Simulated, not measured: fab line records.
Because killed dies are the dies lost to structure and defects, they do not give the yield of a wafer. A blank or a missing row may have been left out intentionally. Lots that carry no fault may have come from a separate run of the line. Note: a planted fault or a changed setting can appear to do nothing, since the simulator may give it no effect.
Chamber matching | flow nand-harc | 4 sister chambers for NHARC_A_STAIRCASE_ETCHBACK_422 on rie-diel-11
The step etches the open film in CH3F/O2, target depth 40 nm, time 74.286 s. 8 wafers are shown with their chamber, then 8 later ones without.

## EACH WAFER AND ITS CHAMBER
wafer  | chamber | drypump-motor-current-A (A) | showerhead-plenum-p-Torr (Torr)
L077.2 | 2       | 5.6                         | 2.35
L082.1 | 1       | 6.4                         | 2.49
L082.3 | 3       | 6.3                         | 2.51
L082.6 | 3       | 6.3                         | 2.51
L082.2 | 0       | 5.3                         | 2.60
L082.4 | 2       | 5.5                         | 2.34
L082.5 | 0       | 5.3                         | 2.60
L087.3 | 1       | 6.4                         | 2.49

## WAFERS WHOSE CHAMBER IS MISSING
wafer  | drypump-motor-current-A (A) | showerhead-plenum-p-Torr (Torr)
L087.4 | 6.3                         | 2.51
L087.6 | 5.6                         | 2.34
L090.4 | 5.5                         | 2.34
L090.5 | 5.3                         | 2.59
L090.6 | 6.3                         | 2.50
L094.1 | 6.4                         | 2.48
L094.3 | 5.6                         | 2.33
L094.6 | 5.6                         | 2.33

## WHICH CHAMBER EACH ONE RAN IN
wafer  | from the rows above     | in truth
L087.4 | 3                       | 3
L087.6 | 2                       | 2
L090.4 | 2                       | 2
L090.5 | 0                       | 0
L090.6 | can't be placed: 3 or 1 | 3
L094.1 | 1                       | 1
L094.3 | 2                       | 2
L094.6 | 2                       | 2
Correct placement for 7 of the 8. These rows do not allow placing 1 (true chamber among the candidates in 1). 0 placed wrongly.
How it was worked out, from the rows above alone: a wafer's distance from a chamber is the root of the sum, over the readings, of the square of ((its reading less the chamber's mean) divided by the reading's scatter). The wafer belongs to the nearest chamber; if the next one is less than 2 further off, it can't be placed. A chamber's mean is the mean of its shown wafers. The scatter: take each reading less its chamber's mean, square it, sum over the shown wafers, divide by the number of wafers less the number of chambers, and take the root.
